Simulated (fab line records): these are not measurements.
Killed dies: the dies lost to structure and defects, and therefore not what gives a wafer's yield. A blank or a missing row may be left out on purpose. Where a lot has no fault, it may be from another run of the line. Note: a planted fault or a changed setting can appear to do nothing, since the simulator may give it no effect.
Matching of chambers ; flow nand harc ; rie diel-03 running NHARC_P_M2_STRIP_18: 4 sister chambers
The step strips in N2/H2. 8 wafers are shown with their chamber, then 7 later ones without.

## WAFERS WITH THEIR CHAMBER
wafer;chamber;showerhead plenum p Torr (Torr);oes product au (a.u.)
L332.4;1;2.02;0.988
L334.1;1;2.01;0.985
L334.4;2;2.12;0.990
L335.3;0;2.16;0.985
L335.4;2;2.12;0.984
L335.5;3;2.04;0.999
L347.1;0;2.16;0.975
L347.2;3;2.04;0.996

## WAFERS MISSING THEIR CHAMBER
wafer;showerhead plenum p Torr (Torr);oes product au (a.u.)
L347.3;2.01;0.997
L348.1;2.12;0.984
L348.2;2.16;0.978
L348.6;2.01;1.005
L349.1;2.12;0.972
L349.4;2.16;0.965
L349.6;2.04;1.001

## WHICH CHAMBER EACH ONE RAN IN
wafer;from the rows above;in truth
L347.3;1;1
L348.1;2;2
L348.2;0;0
L348.6;1;1
L349.1;2;2
L349.4;0;0
L349.6;3;3
7 of 7 placed correctly. Can't be placed from these rows: 0. Wrongly placed: 0.
How it was worked out, from the rows above alone: a wafer's distance from a chamber is the root of the sum, over the readings, of the square of ((its reading less the chamber's mean) divided by the reading's scatter). The wafer belongs to the nearest chamber; if the next one is less than 2 further off, it can't be placed. The mean given for a chamber averages the wafers shown for that chamber. How the scatter is found: for the shown wafers, subtract from each reading the mean of its chamber, square and add these, divide the total by (wafers less chambers), then take the root.
